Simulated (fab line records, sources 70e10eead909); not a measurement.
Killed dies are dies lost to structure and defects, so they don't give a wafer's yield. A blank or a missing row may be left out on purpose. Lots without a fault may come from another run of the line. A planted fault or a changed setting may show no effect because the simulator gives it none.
fab line records | flow nand_harc
record lots=15 wafers=45 last_day=34
route steps=1302 shown P_ZERO_WELL@16 P_GATE@122
lots that met no fault: from a run of the same line without faults
start_h: hours from the record's first day to the start of the lot's first wafer shown | wait_h: hours since the lot's step before | " the same as in the row above | L1.1+2: a row that stands for several wafers | - no value, or no start given | * or withheld: withheld | < > ~ a bound
route shown NAME@n: a module of which the file shows steps, and the number in the route of the first | usual: mean/standard deviation of fault-free wafers | same: alike in all rows | chamber/n: place in a boat | sites: the reading at each site | _std_site: their standard deviation | _edge_site: outer sites' mean less inner sites' | radius_mm: how far each site lies from the wafer's centre | mask NAME#n: copy n | behind: the tool/chamber that last shaped the wafer | hold: why the lot was held/for how many hours/how that ended | device: the transistor (n, p or np) that didn't switch | end of line: the same wafers' tests at the end of the route | a step without rows: its recipe alone | killed: dies lost to structure and defects at the first sort, not the wafer's yield | map: a wafer's dies, x killed, . not, _ none there
set.NAME: the setting as run; set.NAME@STEP: as run at that earlier step | model.NAME: the simulator's own value behind a step, which no gauge read
steps of the route over a sample of lots; a table a step, a row a wafer
services: from which hour (start_h, from the record's first day; less than 0 if before it) a tool's chamber was out of use, for how many hours, and why
## steps
# step NHARC_P_ZERO_WELL_DESCUM_13
# recipe time_s=3 o2_flow_sccm=200 ar_flow_sccm=0 bias_power_w=0 chemistry=O2
# usual drypump_motor_current_A=5.9/0.45 oes_product_au=0.999/0.0072 rf_vpp_V=57.6/0.86 showerhead_plenum_p_Torr=1.89/0.083 throttle_valve_pct=11.312/0.0097
# columns lot.wafer tool chamber start_h wait_h drypump_motor_current_A oes_product_au rf_hours_counter_h rf_vpp_V showerhead_plenum_p_Torr throttle_valve_pct
L748.1 rie_diel-04 3 41.41 - 5.7 0.997 9 57.2 1.84 11.318
L748.5 " 2 " " 6.0 1.008 - 57.7 1.85 11.320
L748.6 " 3 " " 5.7 0.995 - 57.7 1.84 11.312
L749.3 rie_diel-03 2 51.41 - 6.8 1.004 40 58.3 1.99 11.311
L749.4 " 3 " " 6.1 0.987 44 57.1 2.01 11.315
L749.5 " 1 " " 5.2 1.006 - 57.4 1.78 11.307
L750.3 rie_diel-03 2 61.57 - 6.9 1.002 42 58.4 1.99 11.301
L750.5 " 3 " " 6.1 0.998 - 57.9 2.01 11.322
L750.6 " 0 " " 6.1 0.988 - 56.4 1.78 11.312
L753.2 rie_diel-10 2 91.41 - 6.3 0.999 5 56.1 1.87 11.303
L753.3 " 0 " " 5.9 1.002 5 59.0 1.95 11.308
L753.4 " 1 " " 5.8 1.005 - 57.6 2.07 11.326
L754.2 rie_diel-03 1 101.41 - 5.2 1.000 53 56.9 1.78 11.315
L754.3 " 3 " " 6.1 0.994 59 58.1 2.01 11.327
L754.5 " 0 " " 6.1 0.985 - 57.7 1.78 11.303
L755.2 rie_diel-04 1 111.26 - 6.4 0.992 31 56.5 1.93 11.309
L755.1 " 2 " " 6.0 1.002 33 57.8 1.84 11.307
L755.4 " 0 " " 5.4 1.009 33 57.3 1.90 11.308
L756.2 rie_diel-03 1 121.41 - 5.2 1.006 1 57.9 1.78 11.310
L756.1 " 0 " " 6.1 0.992 2 57.1 1.78 11.309
L756.6 " 1 " " 5.2 1.007 - 57.9 1.78 11.328
L758.4 rie_diel-04 1 141.29 - 6.4 1.001 37 58.8 1.93 11.321
L758.1 " 3 " " 5.7 0.996 41 56.8 1.83 11.321
L758.5 " 1 " " 6.4 1.003 - 58.5 1.93 11.312
L759.3 rie_diel-04 3 151.39 - 5.7 1.003 44 56.9 1.83 11.291
L759.1 " 1 " " 6.3 1.000 41 56.3 1.93 11.316
L759.2 " 2 " " 6.0 1.001 43 56.1 1.84 11.315
L760.3 rie_diel-10 0 161.27 - 5.9 1.002 33 56.4 1.94 11.319
L760.2 " 1 " " 5.8 1.000 33 59.3 2.07 11.298
L760.5 " 3 " " 5.3 0.996 - 59.9 1.96 11.318
L761.3 rie_diel-10 0 171.40 - 5.9 0.998 37 56.4 1.94 11.309
L761.1 " 1 " " 5.8 0.997 37 57.8 2.06 11.322
L761.5 " 0 " " 5.9 1.008 - 58.7 1.94 11.303
L766.3 rie_diel-10 3 222.25 - 5.4 0.998 42 59.1 1.95 11.292
L766.1 " 0 " " 5.9 1.004 58 57.0 1.93 11.305
L766.4 " 2 " " 6.3 1.002 55 57.5 1.85 11.301
L767.2 rie_diel-04 3 231.29 - 5.7 1.001 14 57.0 1.82 11.317
L767.3 " 0 " " 5.4 0.996 15 58.3 1.89 11.295
L767.6 " 1 " " 6.4 1.003 - 57.8 1.92 11.331
L768.4 rie_diel-04 2 241.41 - 6.0 1.018 15 58.4 1.83 11.313
L768.6 " 1 " " 6.4 1.012 - 58.6 1.92 11.316
L768.5 " 2 " " 6.0 1.008 - 57.1 1.83 11.312
L769.1 rie_diel-10 3 251.64 - 5.3 1.012 0 59.3 1.95 11.324
L769.4 " 0 " " 5.9 0.996 0 58.4 1.93 11.309
L769.2 " 1 " " 5.8 0.989 0 58.5 2.05 11.312
# step NHARC_P_ZERO_WELL_RTA_42
# recipe temp_c=1100 time_s=300
# usual anneal_temp_c_max=1103.4/0.94 lamp_power_pct=36/5.2 wafer_temp_C_max=1104.6/0.91
# columns lot.wafer tool chamber start_h wait_h anneal_temp_c_max lamp_power_pct wafer_temp_C_max
L748.1 rtp_anneal-01 0 46.87 - 1103.9 32 1105.1
L748.5 " 0 " " 1104.0 32 1103.4
L748.6 " 0 " " 1104.1 32 1104.1
L749.3 rtp_anneal-01 0 57.16 - 1103.2 32 1103.9
L749.4 " 0 " " 1103.9 32 1104.7
L749.5 " 0 " " 1102.3 32 1104.0
L750.3 rtp_anneal-02 0 67.36 - 1102.6 43 1104.0
L750.5 " 0 " " 1103.9 42 1107.7
L750.6 " 0 " " 1104.6 42 1105.0
L753.2 rtp_anneal-01 0 97.04 - 1102.1 32 1103.7
L753.3 " 0 " " 1102.2 32 1105.1
L753.4 " 0 " " 1102.8 32 1105.3
L754.2 rtp_anneal-01 0 107.21 - 1103.4 32 1104.4
L754.3 " 0 " " 1103.9 32 1106.2
L754.5 " 0 " " 1102.4 32 1104.6
L755.1 rtp_anneal-01 0 116.88 - 1103.5 32 1103.7
L755.2 " 0 " " 1103.8 32 1104.2
L755.4 " 0 " " 1103.0 32 1105.2
L756.1 rtp_anneal-01 0 126.77 - 1105.0 32 1104.6
L756.2 " 0 " " 1103.3 32 1104.2
L756.6 " 0 " " 1102.6 32 1103.7
L758.1 rtp_anneal-01 - 146.81 - - - -
L758.4 " - " " - - -
L758.5 " - " " - - -
L759.1 rtp_anneal-02 - 157.05 - - - -
L759.2 " - " " - - -
L759.3 " - " " - - -
L760.2 rtp_anneal-01 - 166.61 - - - -
L760.3 " - " " - - -
L760.5 " - " " - - -
L761.1 rtp_anneal-01 0 177.27 - 1103.0 32 1104.4
L761.3 " 0 " " 1103.5 32 1104.7
L761.5 " 0 " " 1102.1 32 1104.9
L766.1 rtp_anneal-02 0 227.86 - 1103.4 42 1105.1
L766.3 " 0 " " 1103.6 42 1104.9
L766.4 " 0 " " 1103.3 43 1104.6
L767.2 rtp_anneal-02 0 237.13 - 1104.3 42 1106.1
L767.3 " 0 " " 1105.2 42 1104.8
L767.6 " 0 " " 1103.3 42 1103.7
L768.4 rtp_anneal-02 0 247.62 - 1105.5 43 1106.7
L768.5 " 0 " " 1102.7 43 1103.4
L768.6 " 0 " " 1104.6 43 1105.7
L769.1 rtp_anneal-02 0 257.31 - 1102.9 43 1103.2
L769.2 " 0 " " 1105.1 43 1105.4
L769.4 " 0 " " 1103.5 42 1104.5
# step NHARC_P_GATE_CD_MEAS_11
# recipe target_cd_nm=1640 landing_energy_ev=500
# usual cd_nm=1639.6/1.2
# columns lot.wafer tool chamber start_h wait_h cd_nm
L748.1 cd_sem-03 0 102.70 - 1640.2
L748.5 " 0 " " 1640.0
L748.6 " 0 " " 1638.4
L749.3 cd_sem-02 0 116.71 - 1637.9
L749.4 " 0 " " 1638.7
L749.5 " 0 " " 1639.1
L750.3 cd_sem-01 0 116.87 - 1640.3
L750.5 " 0 " " 1641.0
L750.6 " 0 " " 1641.2
L753.2 cd_sem-03 0 150.19 - 1639.6
L753.3 " 0 " " 1642.7
L753.4 " 0 " " 1640.7
L754.2 cd_sem-03 0 167.54 - 1640.5
L754.3 " 0 " " 1640.6
L754.5 " 0 " " 1639.9
L755.1 cd_sem-01 0 174.03 - 1638.6
L755.2 " 0 " " 1639.8
L755.4 " 0 " " 1638.7
L756.1 cd_sem-02 0 178.50 - 1638.6
L756.2 " 0 " " 1639.3
L756.6 " 0 " " 1639.7
L761.1 cd_sem-03 0 224.57 - 1637.8
L761.3 " 0 " " 1640.3
L761.5 " 0 " " 1639.4
L766.1 cd_sem-01 0 279.70 - 1638.1
L766.3 " 0 " " 1638.4
L766.4 " 0 " " 1639.1
L767.2 cd_sem-02 0 287.85 - 1639.1
L767.3 " 0 " " 1638.4
L767.6 " 0 " " 1638.0
L768.4 cd_sem-02 0 298.19 - 1639.4
L768.5 " 0 " " 1638.8
L768.6 " 0 " " 1638.9
L769.1 cd_sem-03 0 310.04 - 1641.8
L769.2 " 0 " " 1641.4
L769.4 " 0 " " 1641.7
# step NHARC_P_GATE_ETCH_114
# recipe target_depth_a=300 overetch_a=30 time_s=16.5 ion_energy_ev=100 cf4_flow_sccm=80 o2_flow_sccm=20 ar_flow_sccm=0 rf_w=300 bias_w=100 chemistry=CF4/O2
# usual drypump_motor_current_A=5.9/0.46 oes_product_au=1.002/0.0082 rf_vpp_V=197.9/1.3 showerhead_plenum_p_Torr=1.34/0.048 throttle_valve_pct=13.399/0.0094
# columns lot.wafer tool chamber start_h wait_h drypump_motor_current_A oes_product_au rf_hours_counter_h rf_vpp_V showerhead_plenum_p_Torr throttle_valve_pct
L748.1 rie_diel-01 1 - - 6.0 1.016 2.6 198.4 1.35 13.392
L748.5 " 2 " " 5.4 0.986 - 199.5 1.32 13.398
L748.6 " 3 " " 6.3 0.991 - 198.2 1.37 13.398
L749.4 rie_diel-07 2 - - 5.7 1.025 0.2 199.9 1.42 13.410
L749.3 " 0 " " 5.4 1.000 0.2 196.9 1.28 13.396
L749.5 " 2 " " 5.7 1.012 - 198.1 1.42 13.417
L750.3 rie_diel-07 1 - - 6.5 0.997 0.2 198.3 1.30 13.407
L750.5 " 0 " " 5.4 1.002 - 198.4 1.28 13.413
L750.6 " 1 " " 6.5 1.009 - 198.1 1.30 13.396
L753.4 rie_diel-01 2 - - 5.4 0.997 6.1 197.8 1.32 13.413
L753.2 " 3 " " 6.3 1.001 5.1 196.4 1.37 13.403
L753.3 " 0 " " 5.5 0.999 3.8 197.2 1.35 13.406
L754.3 rie_diel-01 2 - - 5.4 1.012 8.2 197.6 1.32 13.401
L754.2 " 3 " " 6.3 1.000 7.0 198.6 1.37 13.395
L754.5 " 2 " " 5.4 1.007 - 197.9 1.32 13.408
L755.1 rie_diel-01 3 - - 6.3 1.008 7.3 198.0 1.37 13.388
L755.2 " 1 " " 6.0 1.017 8.1 197.3 1.35 13.388
L755.4 " 2 " " 5.4 0.993 8.4 197.3 1.32 13.376
L756.1 rie_diel-13 1 - - 6.8 1.001 0.7 199.8 1.38 13.399
L756.2 " 2 " " 5.6 1.005 0.7 196.6 1.31 13.411
L756.6 " 0 " " 5.8 1.006 - 197.6 1.26 13.411
L761.3 rie_diel-13 2 - - 5.6 0.990 3.5 196.8 1.31 13.390
L761.1 " 0 " " 5.8 1.000 3.4 196.4 1.26 13.393
L761.5 " 1 " " 6.8 1.010 - 197.3 1.38 13.394
L766.1 rie_diel-01 2 - - 5.4 0.992 4.0 196.4 1.32 13.392
L766.4 " 3 " " 6.3 1.000 5.2 197.5 1.37 13.411
L766.3 " 0 " " 5.5 1.007 4.4 199.1 1.35 13.405
L767.2 rie_diel-13 0 - - 5.8 0.986 4.3 196.0 1.26 13.401
L767.3 " 1 " " 6.8 1.005 4.6 198.8 1.38 13.394
L767.6 " 3 " " 6.0 0.992 - 199.5 1.39 13.399
L768.4 rie_diel-13 2 - - 5.6 0.996 6.2 197.0 1.30 13.405
L768.5 " 3 " " 6.0 0.994 - 198.3 1.39 13.402
L768.6 " 0 " " 5.8 1.004 - 195.6 1.26 13.397
L769.2 rie_diel-07 1 - - 6.5 0.996 2.7 195.2 1.29 13.404
L769.4 " 2 " " 5.7 1.010 2.6 199.2 1.42 13.397
L769.1 " 3 " " 5.4 1.016 1.5 198.2 1.35 13.399
## services
# columns tool chamber start_h hours kind
rie_diel-01 - 26.80 9.0 pm
rie_diel-10 - 28.83 1.0 repair
rie_diel-03 - 45.44 0.2 repair
rie_diel-13 1 49.23 3.6 repair
rie_diel-03 - 55.62 0.6 repair
rie_diel-10 3 59.14 19.2 repair
rie_diel-10 - 65.50 9.0 pm
rie_diel-10 3 86.91 19.8 repair
rie_diel-03 0 93.59 3.4 repair
rie_diel-13 0 94.00 4.0 repair
rie_diel-13 - 104.55 0.9 repair
rie_diel-01 0 105.87 6.0 repair
rie_diel-01 - 108.52 0.1 repair
rie_diel-10 - 148.78 1.0 repair
rie_diel-01 0 151.15 4.3 repair
rie_diel-04 - 178.03 9.0 pm
rie_diel-01 - 203.80 9.0 pm
rie_diel-10 0 223.34 2.7 repair
rie_diel-10 - 242.52 9.0 pm
rie_diel-04 0 247.88 22.6 repair
rie_diel-04 0 278.73 4.4 repair
rie_diel-01 1 308.31 2.6 repair
rie_diel-10 0 318.55 4.5 repair
rie_diel-01 0 321.32 18.6 repair
## key
first_sign step=NHARC_P_ZERO_WELL_RTA_42 reading=tool_record direction=missing
effect none on later readings
met_at NHARC_P_ZERO_WELL_RTA_42
struck_lots L758,L759,L760
later_rows_left_out L758.1,L758.4,L758.5,L759.1,L759.2,L759.3,L760.2,L760.3,L760.5
sort_left_out L758.1,L758.4,L758.5,L759.1,L759.2,L759.3,L760.2,L760.3,L760.5
tester_left_out L758,L759,L760
not_acting_at NHARC_P_ZERO_WELL_DESCUM_13,NHARC_P_GATE_CD_MEAS_11,NHARC_P_GATE_ETCH_114
onset_between 126.77 146.81
fault kind=skipped_step_whole tool=rtp_anneal-01,rtp_anneal-02 chamber=- onset_h=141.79 steps=NHARC_P_ZERO_WELL_RTA_42 scope=struck_lots_only
# tester_left_out: of these lots the tester's yield and bins aren't shown, on N5 and GAA mostly nor the transistor test; their killed dies are dies lost to structure and defects alone, not to doping, threshold or leakage, so they don't give the yield
# sort_left_out: the simulated sort isn't trusted on such a fault, so these wafers' sort isn't shown, and their yield isn't known
# later_rows_left_out: the simulator's readings of these wafers behind a module that went badly wrong aren't trusted and aren't shown, but for the sort
